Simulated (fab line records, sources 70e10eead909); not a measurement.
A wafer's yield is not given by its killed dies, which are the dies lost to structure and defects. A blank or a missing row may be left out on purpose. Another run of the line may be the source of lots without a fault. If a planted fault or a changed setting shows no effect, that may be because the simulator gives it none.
fab line records	flow nand_harc
[record] lots = 24	wafers = 72	last_day = 33
route steps=1302 shown A_SLIT@934 A_WL_FILL@953 A_CONTACT@997
lots that met no fault: from a run of the same line without faults
start_h: the number of hours between the record's first day and the start of the first shown wafer of the lot	wait_h: how many hours have passed since the lot's step before this one	" identical to the entry in the row above	L1.1+2: a row that stands for several wafers	- no value, or no start given	* or withheld: withheld	< > ~ a bound
route shown NAME@n: a module of which the file shows steps, and the number in the route of the first	usual: average and standard deviation across the fault-free wafers	same: alike in all rows	chamber/n: place in a boat	sites: per-site readings	_std_site: the values' standard deviation	_edge_site: outer sites' mean less inner sites'	radius_mm: how far each site lies from the wafer's centre	mask NAME#n: copy n	behind: the last tool/chamber to shape the wafer	hold: why the lot was held/for how many hours/how that ended	device: whichever transistor did not switch (one of n, p or np)	end of line: the tests these same wafers got at the end of their route	step lacking rows: just its recipe	killed: at the first sort, the dies lost to defects and structure; wafer yield is something else	map: a wafer's dies, marking killed ones x, the rest . and places with no die _
set.NAME: the setting the step ran with; set.NAME@STEP: the setting that earlier step ran with	model.NAME: the simulator's own value behind a step, which no gauge read
the route's steps for a sample of lots (tables are steps, rows are wafers)
services: a tool's chamber out of use, with start hour (start_h, from the record's first day; less than 0 if before it), hours out, and reason
[[steps]]
[step NHARC_A_SLIT_OVL_MEAS_10]
[usual] overlay_x_nm = 0.2/0.8	overlay_y_nm = 0.1/0.97
lot.wafer	tool	chamber	start_h	wait_h	overlay_x_nm	overlay_y_nm
L074.1	overlay-02	-	449.12	-	-0.6	0.3
L074.2	"	-	"	"	-0.2	0.5
L074.5	"	-	"	"	-0.5	0.4
L077.2	overlay-01	-	464.30	-	-0.9	-0.5
L077.3	"	-	"	"	-0.3	-0.2
L077.5	"	-	"	"	0.0	0.0
L076.3	overlay-02	-	464.47	-	1.1	-1.1
L076.4	"	-	"	"	1.4	-1.8
L076.5	"	-	"	"	0.8	-1.0
L075.2	overlay-02	-	467.58	-	0.0	-1.0
L075.4	"	-	"	"	0.5	-0.9
L075.5	"	-	"	"	0.0	-1.2
L078.1	overlay-01	-	486.58	-	0.5	-0.6
L078.2	"	-	"	"	0.2	-0.1
L078.5	"	-	"	"	0.3	-0.4
L079.1	overlay-01	-	490.13	-	0.6	1.2
L079.3	"	-	"	"	0.0	0.5
L079.4	"	-	"	"	-0.1	1.2
L081.1	overlay-01	-	506.55	-	1.1	-0.1
L081.2	"	-	"	"	0.7	-0.3
L081.3	"	-	"	"	1.3	-0.5
L080.3	overlay-01	-	509.01	-	0.9	-0.8
L080.5	"	-	"	"	0.3	-0.4
L080.6	"	-	"	"	0.9	-0.8
L083.2	overlay-01	-	521.71	-	0.8	0.5
L083.4	"	-	"	"	1.0	0.2
L083.6	"	-	"	"	1.5	0.2
L082.3	overlay-02	-	521.86	-	0.9	-0.7
L082.4	"	-	"	"	1.1	-0.9
L082.5	"	-	"	"	0.5	-0.4
L084.2	overlay-02	-	551.69	-	-1.0	1.5
L084.4	"	-	"	"	-0.7	1.7
L084.6	"	-	"	"	-1.0	1.4
L085.4	overlay-02	-	552.30	-	-0.4	1.6
L085.5	"	-	"	"	-0.4	1.2
L085.6	"	-	"	"	-0.2	1.1
L086.3	overlay-02	-	574.12	-	0.3	1.4
L086.4	"	-	"	"	0.6	1.2
L086.6	"	-	"	"	1.1	1.4
L087.2	overlay-01	-	583.02	-	-0.4	2.2
L087.5	"	-	"	"	-0.4	1.7
L087.6	"	-	"	"	-0.2	1.7
L089.1	overlay-01	-	594.36	-	0.1	-0.7
L089.3	"	-	"	"	0.2	-1.4
L089.6	"	-	"	"	0.7	-0.8
L088.1	overlay-01	-	594.64	-	1.5	-0.6
L088.4	"	-	"	"	2.0	-0.6
L088.5	"	-	"	"	1.8	-0.7
L090.3	overlay-02	-	604.93	-	-1.2	-0.2
L090.4	"	-	"	"	-1.2	-0.4
L090.5	"	-	"	"	-0.4	-0.8
L092.1	overlay-02	-	605.54	-	1.9	0.7
L092.3	"	-	"	"	0.4	0.4
L092.6	"	-	"	"	1.3	0.4
L091.2	overlay-02	-	607.27	-	-0.8	-0.4
L091.3	"	-	"	"	-1.3	-0.7
L091.6	"	-	"	"	-1.6	-0.9
L093.3	overlay-02	-	635.32	-	-0.5	-0.7
L093.4	"	-	"	"	-0.8	-1.1
L093.5	"	-	"	"	-0.7	-1.2
L094.1	overlay-02	-	647.96	-	0.9	0.5
L094.2	"	-	"	"	1.0	0.5
L094.5	"	-	"	"	1.4	-0.5
L095.2	overlay-01	-	657.89	-	-0.2	0.2
L095.3	"	-	"	"	-0.2	-0.1
L095.5	"	-	"	"	-0.3	-0.3
L096.3	overlay-02	-	682.05	-	0.1	0.3
L096.5	"	-	"	"	-0.2	0.9
L096.6	"	-	"	"	-0.1	1.1
L097.3	overlay-02	-	686.02	-	0.2	1.0
L097.4	"	-	"	"	0.3	1.1
L097.6	"	-	"	"	0.3	0.6
[step NHARC_A_SLIT_ETCH_17]
[recipe] bias_v = 900	source_w = withheld	pressure_mtorr = 20	ar_flow_sccm = 375	c4f8_flow_sccm = 83.3	o2_flow_sccm = 41.7	time_s = 4254.5	target_depth_a = 2.03e+05	chemistry = C4F8/O2/Ar
[usual] chamber_pressure_mTorr = 20.000/0.019	drypump_motor_current_A = 5.5/0.46	showerhead_plenum_p_Torr = 3.66/0.13	throttle_valve_pct = 32.047/0.0098
[same] time_s = 4254.5
lot.wafer	tool	chamber	start_h	wait_h	chamber_pressure_mTorr	drypump_motor_current_A	rf_hours_counter_h	showerhead_plenum_p_Torr	throttle_valve_pct
L074.2	har_etch-01	0	450.47	-	19.988	4.8	247	3.65	32.043
L074.1	"	1	"	"	19.994	6.1	247	3.55	32.040
L074.5	"	1	453.52	-	20.002	6.1	-	3.55	32.041
L077.2	har_etch-02	0	466.31	-	20.039	5.5	43	3.92	32.051
L077.3	"	1	"	"	19.961	5.5	-	3.68	32.045
L077.5	"	1	468.13	-	19.992	5.5	-	3.68	32.052
L076.4	har_etch-01	1	469.83	-	20.007	6.0	-	3.54	32.048
L076.3	"	0	"	"	20.013	4.8	-	3.65	32.051
L076.5	"	1	"	"	19.974	6.1	-	3.54	32.031
L075.2	har_etch-01	0	472.43	-	19.987	4.8	266	3.64	32.061
L075.4	"	0	473.64	-	20.017	4.8	-	3.64	32.034
L075.5	"	0	474.85	-	19.983	4.8	-	3.64	32.048
L078.2	har_etch-02	1	487.94	-	19.988	5.5	54	3.68	32.056
L078.1	"	0	"	"	20.003	5.6	54	3.91	32.061
L078.5	"	0	490.93	-	20.001	5.6	-	3.91	32.053
L079.1	har_etch-01	0	492.09	-	19.964	4.8	274	3.64	32.037
L079.4	"	1	"	"	19.985	6.0	-	3.53	32.052
L079.3	"	0	"	"	19.978	4.8	-	3.64	32.065
L081.2	har_etch-01	0	508.33	-	20.011	4.8	285	3.63	32.068
L081.1	"	1	"	"	20.005	6.0	285	3.53	32.047
L081.3	"	0	"	"	20.000	4.8	-	3.63	32.033
L080.3	har_etch-02	1	511.99	-	20.000	5.5	-	3.67	32.039
L080.5	"	1	513.21	-	19.997	5.5	-	3.67	32.039
L080.6	"	0	"	"	20.022	5.6	-	3.90	32.057
L083.2	har_etch-01	1	523.67	-	20.011	6.0	289	3.52	32.039
L083.4	"	0	"	"	19.977	4.8	-	3.63	32.057
L083.6	"	0	525.51	-	20.000	4.8	-	3.63	32.042
L082.4	har_etch-02	1	524.42	-	20.014	5.5	-	3.67	32.057
L082.3	"	0	"	"	19.999	5.6	-	3.90	32.043
L082.5	"	1	"	"	19.992	5.5	-	3.67	32.044
L084.2	har_etch-01	1	553.99	-	20.018	6.1	304	3.52	32.051
L084.4	"	0	"	"	19.996	4.8	-	3.62	32.044
L084.6	"	0	555.85	-	19.998	4.8	-	3.62	32.055
L085.4	har_etch-02	0	555.47	-	20.004	5.5	-	3.89	32.056
L085.5	"	1	"	"	19.975	5.5	-	3.66	32.043
L085.6	"	0	"	"	20.005	5.6	-	3.89	32.022
L086.4	har_etch-02	1	576.68	-	19.978	5.5	-	3.65	32.059
L086.3	"	0	"	"	19.985	5.6	-	3.88	32.067
L086.6	"	0	578.50	-	20.006	5.5	-	3.88	32.062
L087.2	har_etch-01	1	584.98	-	19.998	6.0	328	3.50	32.045
L087.6	"	0	586.79	-	19.985	4.8	-	3.61	32.047
L087.5	"	1	"	"	20.013	6.0	-	3.50	32.052
L089.1	har_etch-01	0	595.70	-	19.989	4.8	331	3.61	32.057
L089.3	"	0	596.94	-	19.957	4.8	-	3.61	32.057
L089.6	"	1	598.80	-	19.989	6.0	-	3.50	32.052
L088.1	har_etch-02	1	595.99	-	20.041	5.5	116	3.64	32.048
L088.4	"	0	597.80	-	20.003	5.6	-	3.87	32.061
L088.5	"	1	"	"	19.998	5.4	-	3.64	32.051
L090.3	har_etch-02	0	607.48	-	19.991	5.6	-	3.87	32.051
L090.4	"	1	"	"	20.003	5.5	-	3.64	32.032
L090.5	"	1	609.27	-	19.991	5.5	-	3.64	32.064
L092.1	har_etch-01	1	607.95	-	20.004	6.0	343	3.50	32.048
L092.3	"	0	609.75	-	20.013	4.8	-	3.60	32.060
L092.6	"	1	"	"	20.016	6.0	-	3.50	32.040
L091.2	har_etch-02	0	610.65	-	20.030	5.5	127	3.87	32.035
L091.3	"	1	"	"	19.977	5.5	-	3.64	32.030
L091.6	"	0	613.04	-	19.994	5.5	-	3.87	32.050
L093.4	har_etch-01	1	637.88	-	20.014	6.0	-	3.49	32.034
L093.3	"	0	"	"	19.984	4.8	-	3.59	32.055
L093.5	"	1	"	"	19.985	6.0	-	3.49	32.052
L094.1	har_etch-01	1	649.32	-	20.007	6.0	362	3.49	32.055
L094.2	"	0	"	"	19.999	4.8	362	3.59	32.047
L094.5	"	1	651.74	-	19.964	6.0	-	3.49	32.058
L095.2	har_etch-02	1	660.21	-	20.040	5.5	150	3.62	32.043
L095.3	"	1	661.40	-	19.965	5.5	-	3.63	32.047
L095.5	"	0	"	"	20.012	5.5	-	3.85	32.042
L096.3	har_etch-02	0	684.61	-	20.029	5.6	-	3.85	32.049
L096.5	"	0	685.83	-	20.010	5.6	-	3.85	32.036
L096.6	"	1	"	"	19.999	5.5	-	3.62	32.054
L097.4	har_etch-01	1	688.53	-	19.997	6.0	-	3.47	32.038
L097.3	"	0	"	"	20.007	4.8	-	3.58	32.054
L097.6	"	0	690.28	-	19.975	4.8	-	3.58	32.045
[step NHARC_A_WL_FILL_RTA_01]
[recipe] temp_c = 1000	time_s = 5
[usual] lamp_power_pct = 32/3.2	lamp_zone_6_pct = 32/3.2	wafer_temp_C_max = 1004.9/1.3
[same] time_s = 5
lot.wafer	tool	chamber	start_h	wait_h	lamp_power_pct	lamp_zone_6_pct	wafer_temp_C_max
L074.1	rtp_anneal-02	0	462.48	-	35	35	1006.9
L074.2	"	0	"	"	35	35	1005.1
L074.5	"	0	"	"	35	35	1004.0
L077.2	rtp_anneal-01	0	477.81	-	29	29	1003.6
L077.3	"	0	"	"	29	29	1003.7
L077.5	"	0	"	"	29	29	1005.3
L076.3	rtp_anneal-01	0	480.74	-	29	29	1003.7
L076.4	"	0	"	"	29	29	1004.1
L076.5	"	0	"	"	29	29	1003.6
L075.2	rtp_anneal-01	0	484.79	-	29	29	1004.2
L075.4	"	0	"	"	29	29	1004.4
L075.5	"	0	"	"	29	29	1003.7
L078.1	rtp_anneal-01	0	499.89	-	29	29	1003.1
L078.2	"	0	"	"	29	29	1004.3
L078.5	"	0	"	"	29	29	1004.1
L079.1	rtp_anneal-02	0	503.52	-	35	35	1005.5
L079.3	"	0	"	"	35	35	1004.9
L079.4	"	0	"	"	35	35	1006.6
L081.1	rtp_anneal-02	0	520.37	-	35	35	1003.5
L081.2	"	0	"	"	35	35	1005.4
L081.3	"	0	"	"	35	35	1005.7
L080.3	rtp_anneal-01	0	522.90	-	29	29	1002.7
L080.5	"	0	"	"	29	29	1003.3
L080.6	"	0	"	"	29	29	1003.0
L083.2	rtp_anneal-02	0	535.08	-	35	35	1004.1
L083.4	"	0	"	"	35	35	1006.2
L083.6	"	0	"	"	35	35	1007.2
L082.3	rtp_anneal-02	0	535.27	-	35	35	1003.8
L082.4	"	0	"	"	35	35	1006.9
L082.5	"	0	"	"	35	35	1005.4
L084.2	rtp_anneal-02	0	565.47	-	35	35	1005.2
L084.4	"	0	"	"	35	35	1007.7
L084.6	"	0	"	"	35	35	1005.2
L085.4	rtp_anneal-01	0	565.51	-	29	29	1003.5
L085.5	"	0	"	"	29	29	1002.8
L085.6	"	0	"	"	29	29	1003.5
L086.3	rtp_anneal-02	0	587.61	-	35	35	1006.3
L086.4	"	0	"	"	35	35	1006.2
L086.6	"	0	"	"	35	35	1004.6
L087.2	rtp_anneal-02	0	596.76	-	35	35	1006.7
L087.5	"	0	"	"	35	35	1006.0
L087.6	"	0	"	"	35	35	1007.9
L089.1	rtp_anneal-01	0	607.83	-	29	29	1004.3
L089.3	"	0	"	"	29	29	1004.4
L089.6	"	0	"	"	29	29	1004.6
L088.1	rtp_anneal-02	0	608.00	-	35	35	1006.6
L088.4	"	0	"	"	35	35	1004.3
L088.5	"	0	"	"	35	35	1004.8
L090.3	rtp_anneal-01	0	620.80	-	29	29	1003.7
L090.4	"	0	"	"	29	29	1003.7
L090.5	"	0	"	"	29	29	1003.5
L092.1	rtp_anneal-01	0	621.86	-	29	29	1003.7
L092.3	"	0	"	"	29	29	1003.1
L092.6	"	0	"	"	29	29	1003.5
L091.2	rtp_anneal-02	0	622.05	-	35	35	1006.3
L091.3	"	0	"	"	35	35	1006.8
L091.6	"	0	"	"	35	35	1006.6
L093.3	rtp_anneal-01	0	648.75	-	29	29	1004.0
L093.4	"	0	"	"	29	29	1003.0
L093.5	"	0	"	"	29	29	1004.0
L094.1	rtp_anneal-02	0	662.27	-	35	35	1005.0
L094.2	"	0	"	"	35	35	1005.6
L094.5	"	0	"	"	35	35	1006.6
L095.2	rtp_anneal-02	0	671.70	-	35	35	1005.3
L095.3	"	0	"	"	35	35	1007.1
L095.5	"	0	"	"	35	35	1004.4
L096.3	rtp_anneal-01	0	695.49	-	29	29	1003.6
L096.5	"	0	"	"	29	29	1004.1
L096.6	"	0	"	"	29	29	1005.3
L097.3	rtp_anneal-02	0	699.28	-	35	35	1006.9
L097.4	"	0	"	"	35	35	1005.5
L097.6	"	0	"	"	35	35	1006.3
[step NHARC_A_CONTACT_CD_MEAS_42]
[recipe] target_cd_nm = 300	landing_energy_ev = 500
[usual] cd_nm = 300.0/0.6
lot.wafer	tool	chamber	start_h	wait_h	cd_nm
L074.1	cd_sem-02	0	486.27	-	299.9
L074.2	"	0	"	"	299.9
L074.5	"	0	"	"	299.3
L077.2	cd_sem-01	0	501.81	-	299.3
L077.3	"	0	"	"	300.0
L077.5	"	0	"	"	299.8
L076.3	cd_sem-01	0	505.39	-	300.1
L076.4	"	0	"	"	299.7
L076.5	"	0	"	"	300.1
L075.2	cd_sem-01	0	511.81	-	300.7
L075.4	"	0	"	"	300.1
L075.5	"	0	"	"	300.4
L078.1	cd_sem-02	0	526.15	-	299.8
L078.2	"	0	"	"	300.3
L078.5	"	0	"	"	299.2
L079.1	cd_sem-02	0	529.43	-	300.1
L079.3	"	0	"	"	299.6
L079.4	"	0	"	"	299.8
L081.1	cd_sem-03	0	545.24	-	299.6
L081.2	"	0	"	"	301.0
L081.3	"	0	"	"	300.9
L080.3	cd_sem-02	0	546.75	-	300.3
L080.5	"	0	"	"	300.4
L080.6	"	0	"	"	299.6
L083.2	cd_sem-01	0	565.30	-	299.7
L083.4	"	0	"	"	300.0
L083.6	"	0	"	"	299.5
L082.3	cd_sem-02	0	565.45	-	300.9
L082.4	"	0	"	"	300.8
L082.5	"	0	"	"	300.3
L085.4	cd_sem-03	0	590.51	-	300.6
L085.5	"	0	"	"	300.7
L085.6	"	0	"	"	300.4
L084.2	cd_sem-02	0	590.81	-	299.7
L084.4	"	0	"	"	299.6
L084.6	"	0	"	"	300.6
L086.3	cd_sem-02	0	613.31	-	301.2
L086.4	"	0	"	"	300.5
L086.6	"	0	"	"	300.6
L087.2	cd_sem-01	0	621.21	-	299.7
L087.5	"	0	"	"	299.7
L087.6	"	0	"	"	299.5
L089.1	cd_sem-03	0	634.19	-	300.5
L089.3	"	0	"	"	299.9
L089.6	"	0	"	"	299.5
L088.1	cd_sem-03	0	634.34	-	299.7
L088.4	"	0	"	"	300.6
L088.5	"	0	"	"	301.0
L090.3	cd_sem-02	0	644.30	-	299.6
L090.4	"	0	"	"	298.7
L090.5	"	0	"	"	299.3
L091.2	cd_sem-03	0	644.60	-	300.5
L091.3	"	0	"	"	299.9
L091.6	"	0	"	"	299.9
L092.1	cd_sem-03	0	644.75	-	299.0
L092.3	"	0	"	"	298.7
L092.6	"	0	"	"	299.3
L093.3	cd_sem-01	0	679.41	-	299.9
L093.4	"	0	"	"	299.4
L093.5	"	0	"	"	299.7
L094.1	cd_sem-02	0	685.43	-	299.5
L094.2	"	0	"	"	299.8
L094.5	"	0	"	"	300.6
L095.2	cd_sem-02	0	695.34	-	300.0
L095.3	"	0	"	"	299.7
L095.5	"	0	"	"	300.1
L096.3	cd_sem-02	0	720.49	-	300.4
L096.5	"	0	"	"	299.7
L096.6	"	0	"	"	301.3
L097.3	cd_sem-01	0	720.65	-	300.7
L097.4	"	0	"	"	300.6
L097.6	"	0	"	"	300.5
[step NHARC_A_CONTACT_ETCH_50]
[recipe] target_depth_a = 1210	time_s = 60.5	cf4_flow_sccm = 100	chf3_flow_sccm = 30	ar_flow_sccm = 0	rf_w = 500	bias_w = 200	chemistry = CF4/CHF3
[usual] chamber_pressure_mTorr = 24.999/0.025	drypump_motor_current_A = 5.7/0.45	oes_product_au = 0.956/0.022	rf_vpp_V = 371.2/1.9	showerhead_plenum_p_Torr = 1.59/0.054	throttle_valve_pct = 16.803/0.0087
[same] time_s = 60.5
lot.wafer	tool	chamber	start_h	wait_h	chamber_pressure_mTorr	drypump_motor_current_A	oes_product_au	rf_hours_counter_h	rf_vpp_V	showerhead_plenum_p_Torr	throttle_valve_pct
L074.1	rie_diel-13	0	-	-	24.986	6.1	0.973	25	371.7	1.59	16.807
L074.2	"	2	"	"	24.986	4.8	0.963	23	369.2	1.54	16.815
L074.5	"	3	"	"	24.995	5.3	0.982	-	372.2	1.65	16.807
L077.3	rie_diel-08	1	-	-	25.010	5.9	0.919	42	373.5	1.67	16.806
L077.2	"	0	"	"	24.998	6.2	0.932	40	373.0	1.59	16.792
L077.5	"	1	"	"	25.000	5.9	0.918	-	372.3	1.67	16.818
L076.4	rie_diel-13	0	-	-	25.028	6.1	0.981	27	370.7	1.59	16.809
L076.3	"	3	"	"	25.026	5.3	0.961	27	372.4	1.65	16.801
L076.5	"	0	"	"	24.984	6.1	0.988	-	371.9	1.59	16.796
L075.2	rie_diel-13	2	-	-	24.982	4.8	0.973	28	369.0	1.53	16.807
L075.4	"	1	"	"	24.988	6.1	0.962	30	370.8	1.57	16.795
L075.5	"	3	"	"	25.040	5.3	0.960	-	373.9	1.65	16.794
L078.1	rie_diel-08	2	-	-	25.009	5.6	0.932	51	371.2	1.57	16.796
L078.2	"	3	"	"	24.948	5.8	0.928	55	375.0	1.68	16.814
L078.5	"	2	"	"	25.018	5.6	0.937	-	370.4	1.57	16.802
L079.3	rie_diel-13	0	-	-	25.015	6.1	0.981	0	371.3	1.59	16.807
L079.1	"	1	"	"	24.996	6.1	0.968	0	369.2	1.57	16.805
L079.4	"	0	"	"	25.087	6.1	0.979	-	371.4	1.59	16.802
L081.3	rie_diel-13	0	-	-	25.023	6.1	0.971	3	371.0	1.59	16.812
L081.1	"	2	"	"	24.983	4.9	0.980	5	369.4	1.53	16.781
L081.2	"	3	"	"	25.021	5.3	0.959	3	374.2	1.65	16.820
L080.3	rie_diel-13	0	-	-	24.998	6.1	0.957	4	371.5	1.59	16.804
L080.5	"	0	"	"	25.021	6.1	0.967	-	370.7	1.59	16.808
L080.6	"	1	"	"	24.960	6.2	0.977	-	370.6	1.57	16.792
L083.2	rie_diel-13	2	-	-	24.974	4.8	0.952	10	368.9	1.53	16.791
L083.6	"	3	"	"	24.959	5.3	0.951	-	373.6	1.64	16.809
L083.4	"	2	"	"	25.031	4.9	0.945	-	370.0	1.53	16.801
L082.4	rie_diel-08	3	-	-	24.972	5.8	0.972	2	374.1	1.67	16.793
L082.3	"	0	"	"	24.969	6.3	0.969	2	370.6	1.58	16.793
L082.5	"	1	"	"	25.006	5.9	0.970	-	373.1	1.67	16.804
L085.4	rie_diel-08	1	-	-	24.957	5.9	0.940	12	374.3	1.67	16.801
L085.5	"	1	"	"	24.980	5.9	0.937	-	374.0	1.67	16.786
L085.6	"	2	"	"	25.024	5.6	0.951	-	370.7	1.57	16.817
L084.2	rie_diel-04	0	-	-	25.080	6.2	0.958	18	374.5	1.68	16.816
L084.4	"	3	"	"	25.020	6.1	0.979	16	370.1	1.57	16.816
L084.6	"	0	"	"	25.029	6.1	0.949	-	374.6	1.68	16.795
L086.3	rie_diel-04	0	-	-	25.023	6.2	0.951	21	375.3	1.68	16.808
L086.4	"	2	"	"	24.985	5.6	0.969	13	366.3	1.46	16.806
L086.6	"	0	"	"	24.992	6.2	0.960	-	373.4	1.68	16.803
L087.2	rie_diel-13	2	-	-	24.997	4.8	0.965	18	368.7	1.53	16.799
L087.6	"	3	"	"	25.004	5.3	0.942	-	372.9	1.64	16.818
L087.5	"	0	"	"	25.023	6.1	0.983	-	371.4	1.59	16.811
L089.3	rie_diel-13	3	-	-	25.025	5.3	0.960	16	372.4	1.64	16.791
L089.1	"	1	"	"	25.014	6.1	0.961	15	370.9	1.56	16.791
L089.6	"	0	"	"	24.955	6.1	0.991	-	371.4	1.59	16.801
L088.1	rie_diel-13	2	-	-	25.016	4.8	0.952	21	368.8	1.53	16.805
L088.4	"	0	"	"	24.984	6.1	0.948	17	371.1	1.58	16.803
L088.5	"	2	"	"	24.995	4.9	0.943	-	368.4	1.53	16.801
L090.4	rie_diel-13	2	-	-	24.992	4.8	0.965	22	369.3	1.53	16.786
L090.3	"	1	"	"	24.986	6.1	0.958	18	370.0	1.56	16.794
L090.5	"	2	"	"	24.986	4.8	0.968	-	367.6	1.53	16.789
L091.2	rie_diel-08	2	-	-	25.000	5.6	0.983	29	370.3	1.56	16.796
L091.3	"	1	"	"	24.972	5.9	0.957	28	373.5	1.66	16.793
L091.6	"	3	"	"	25.006	5.8	0.981	-	374.1	1.67	16.790
L092.3	rie_diel-04	2	-	-	25.013	5.6	0.917	23	368.3	1.46	16.798
L092.1	"	1	"	"	25.008	5.9	0.941	31	368.3	1.54	16.795
L092.6	"	2	"	"	24.973	5.6	0.921	-	367.0	1.46	16.804
L093.4	rie_diel-13	1	-	-	25.003	6.1	0.980	23	369.1	1.56	16.801
L093.3	"	0	"	"	25.008	6.1	0.963	25	373.7	1.58	16.816
L093.5	"	1	"	"	25.009	6.1	0.975	-	369.6	1.56	16.808
L094.1	rie_diel-08	1	-	-	25.043	5.9	0.915	44	373.6	1.66	16.804
L094.2	"	3	"	"	25.000	5.8	0.943	43	373.3	1.66	16.807
L094.5	"	0	"	"	24.939	6.2	0.927	-	370.2	1.57	16.801
L095.3	rie_diel-04	0	696.05	-	25.011	6.2	0.916	43	375.0	1.67	16.802
L095.2	"	2	"	"	24.990	5.6	0.922	42	366.5	1.46	16.811
L095.5	"	3	"	"	25.010	6.1	0.924	-	370.9	1.56	16.804
L096.3	rie_diel-13	3	-	-	25.001	5.3	0.971	1	373.6	1.64	16.814
L096.5	"	0	"	"	25.004	6.1	0.990	-	371.0	1.58	16.808
L096.6	"	1	"	"	24.998	6.1	0.968	-	371.3	1.56	16.810
L097.4	rie_diel-08	3	-	-	25.029	5.8	0.922	52	373.0	1.66	16.795
L097.3	"	0	"	"	25.004	6.2	0.915	57	370.3	1.57	16.802
L097.6	"	2	"	"	25.015	5.6	0.917	-	369.4	1.56	16.794
[step NHARC_A_CONTACT_DEP_57]
[recipe] target_thk_a = 53000	temp_c = 400	material = aC
[usual] throttle_valve_pct = 34.999/0.0085
lot.wafer	tool	chamber	start_h	wait_h	throttle_valve_pct
L074.1	acl_dep-03	0	492.81	-	35.004
L074.2	"	0	"	"	34.989
L074.5	"	0	494.96	-	34.997
L077.2	acl_dep-02	0	508.63	-	35.002
L077.3	"	0	"	"	35.000
L077.5	"	0	510.20	-	34.996
L076.3	acl_dep-02	0	512.86	-	35.008
L076.4	"	0	"	"	34.983
L076.5	"	0	"	"	35.005
L075.2	acl_dep-03	0	518.61	-	35.010
L075.4	"	0	519.68	-	34.990
L075.5	"	0	"	"	34.991
L078.1	acl_dep-03	0	532.53	-	34.997
L078.2	"	0	"	"	34.996
L078.5	"	0	534.66	-	35.001
L079.1	acl_dep-03	0	536.21	-	34.998
L079.3	"	0	537.29	-	35.005
L079.4	"	0	"	"	35.007
L081.1	acl_dep-02	0	551.49	-	34.981
L081.2	"	0	"	"	35.008
L081.3	"	0	"	"	35.006
L080.3	acl_dep-03	0	554.35	-	35.001
L080.5	"	0	555.43	-	34.984
L080.6	"	0	"	"	35.006
L083.2	acl_dep-03	0	573.99	-	34.996
L083.4	"	0	575.08	-	35.006
L083.6	"	0	576.16	-	35.011
L082.3	acl_dep-02	0	574.57	-	35.000
L082.4	"	0	"	"	34.991
L082.5	"	0	"	"	35.015
L084.2	acl_dep-02	0	597.59	-	34.994
L084.4	"	0	598.67	-	35.000
L084.6	"	0	599.74	-	34.988
L085.4	acl_dep-01	0	599.21	-	35.013
L085.5	"	0	"	"	34.997
L085.6	"	0	"	"	34.980
L086.3	acl_dep-01	0	621.66	-	34.992
L086.4	"	0	"	"	34.995
L086.6	"	0	623.29	-	35.013
L087.2	acl_dep-03	0	628.19	-	34.997
L087.5	"	0	629.79	-	35.006
L087.6	"	0	"	"	35.012
L089.1	acl_dep-03	0	644.00	-	35.001
L089.3	"	0	645.06	-	35.004
L089.6	"	0	646.65	-	34.995
L088.1	acl_dep-02	0	645.70	-	35.009
L088.4	"	0	647.31	-	34.988
L088.5	"	0	"	"	35.002
L091.2	acl_dep-03	0	655.03	-	35.001
L091.3	"	0	"	"	34.994
L091.6	"	0	657.15	-	34.989
L092.1	acl_dep-02	0	655.18	-	35.005
L092.3	"	0	656.25	-	34.993
L092.6	"	0	657.84	-	34.992
L090.3	acl_dep-01	0	658.28	-	34.999
L090.4	"	0	"	"	34.997
L090.5	"	0	"	"	35.010
L093.3	acl_dep-03	0	686.70	-	35.003
L093.4	"	0	"	"	35.017
L093.5	"	0	"	"	34.993
L094.1	acl_dep-03	0	692.03	-	34.995
L094.2	"	0	"	"	34.995
L094.5	"	0	694.18	-	35.007
L095.2	acl_dep-01	0	702.28	-	34.996
L095.3	"	0	"	"	35.002
L095.5	"	0	703.88	-	35.021
L096.3	acl_dep-03	0	730.07	-	35.005
L096.5	"	0	731.15	-	34.987
L096.6	"	0	"	"	35.013
L097.3	acl_dep-02	0	730.11	-	35.006
L097.4	"	0	"	"	34.999
L097.6	"	0	731.70	-	35.006
[[services]]
tool	chamber	start_h	hours	kind
rie_diel-13	0	449.00	-	clean
rie_diel-13	1	449.00	-	clean
rie_diel-13	2	449.00	-	clean
rie_diel-13	3	449.00	-	clean
acl_dep-03	-	479.17	13.0	pm
rie_diel-13	0	497.47	1.3	repair
rie_diel-08	3	509.73	6.1	repair
rie_diel-13	-	519.00	9.0	pm
rie_diel-13	0	533.95	6.5	repair
rie_diel-04	-	534.44	9.0	pm
rie_diel-08	-	545.00	9.0	pm
acl_dep-01	-	552.72	13.0	pm
rie_diel-13	1	565.20	13.9	repair
rie_diel-04	1	581.89	3.3	repair
rie_diel-08	3	607.24	8.4	repair
acl_dep-02	-	608.00	13.0	pm
rie_diel-04	-	615.40	0.6	repair
rie_diel-04	0	642.90	5.8	repair
acl_dep-03	-	661.41	13.0	pm
rie_diel-08	2	676.71	10.0	repair
rie_diel-13	-	696.00	9.0	pm
rie_diel-08	0	697.54	2.6	repair
rie_diel-04	-	713.26	9.0	pm
rie_diel-08	-	722.23	9.0	pm
[[key]]
fault none
